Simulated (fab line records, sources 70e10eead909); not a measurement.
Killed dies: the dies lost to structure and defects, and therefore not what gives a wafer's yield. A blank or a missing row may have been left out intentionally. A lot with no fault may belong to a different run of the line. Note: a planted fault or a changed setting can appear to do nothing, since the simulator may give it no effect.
A lot that was struck, set against a sound lot	flow nandHarc	14 steps out of a route of 1302
Sound: wafers L453.4, L453.5, L453.6. The struck wafers were L446.2, L446.4, L446.5. Last of all comes the cause.
For every step that has rows: the tool of each side, followed by ch and its chambers, followed by its first start. Under that, the readings that differ: sound wafers	struck wafers	difference of the means	sigmas: that difference in standard deviations of wafers without a fault.
alike: a reading whose means differ by less than 2 such deviations, as well as words and numbers matching on both sides. not compared: withheld readings; readings where some wafer has no value; bounds like >300 that might hide an equal value; numbers whose values overlap and for which the record gives no deviation.
Wherever a step has rows on one side only, a row that says differs or no value, or a row with sigmas, the two part there. Numbers that have no deviation but don't overlap get no sigmas and don't part them. A reading that every wafer of one side lacks parts them only if that side has two wafers or more.

NHARC_P_M0_CMP_23: polishes, t overpolish 20 s, target thk 117.54 nm.
  sound on cmp-03 ch 1,2,3, day 12 04:30; struck on cmp-01 ch 0,2, day 9 12:05
reading	sound	struck	difference	sigmas
timeToEndpointS (s)	33 31 30	23 20 20	-10	-3
  alike: motorCurrentA, slurryFilterDpKPa
NHARC_P_M0_THK_MEAS_24: measures by xrf.
  sound: filmMetro-02 at day 12 04:44; struck: filmMetro-02 at day 9 12:25
  alike: thkNm
following that, these wafers have no rows for 1 step: NHARC_P_M0_SRD_25.
NHARC_P_M0_INSPECT_27:
  sound: defectInspect-01 at day 12 04:54; struck: defectInspect-02 at day 9 12:34
  alike: rawDefectCount
NHARC_P_M0_PRE_CLEAN_31: time 12 s.
  sound on pecvd-04 ch 0,1,2, day 12 05:00; struck on pecvd-04 ch 1,2, day 9 12:38
  alike: heaterPowerW
NHARC_P_M0_DEP_32: deposits SiCN, target thk 30 nm.
  sound on pecvd-04 ch 0,1,2, day 12 05:11; struck on pecvd-04 ch 1,2, day 9 12:45
  alike: heaterPowerW
then, 5 steps without rows for these wafers: NHARC_P_M1_DEP_00 (deposits SiOC, target thk 182.5 nm); NHARC_P_M1_DEHYDRATE_01 (time 120 s); NHARC_P_M1_HMDS_02 (time 30 s); NHARC_P_M1_COAT_34 (time 65 s); NHARC_P_M1_COAT_03 (resist thk 90 nm).
NHARC_P_M1_SOFTBAKE_04: time 55 s.
  sound on lithoTrack-04 ch 0, day 12 05:00; struck on lithoTrack-06 ch 0, day 9 13:00
reading	sound	struck	difference	sigmas
heaterPowerTotalW (W)	188.73 188.35 188.47	177.59 177.65 177.37	-10.98	-73
  alike: exhaustPa
following that, these wafers have no rows for 1 step: NHARC_P_M1_EBR_05.
-- record jumps: 18 days between struck wafers' starts before vs after; left off in module P_M1, resumes in module END, first step shown is number 1302 of the route --
NHARC_END_SORT_01:
  at this point the record logs the struck wafers (prober-01 ch 0, day 27 17:38) and has no rows for the sound ones

WHERE THEY PART
Earliest at NHARC_P_M0_CMP_23; latest, in this record, at NHARC_END_SORT_01.

WHY: whatever the simulator had introduced
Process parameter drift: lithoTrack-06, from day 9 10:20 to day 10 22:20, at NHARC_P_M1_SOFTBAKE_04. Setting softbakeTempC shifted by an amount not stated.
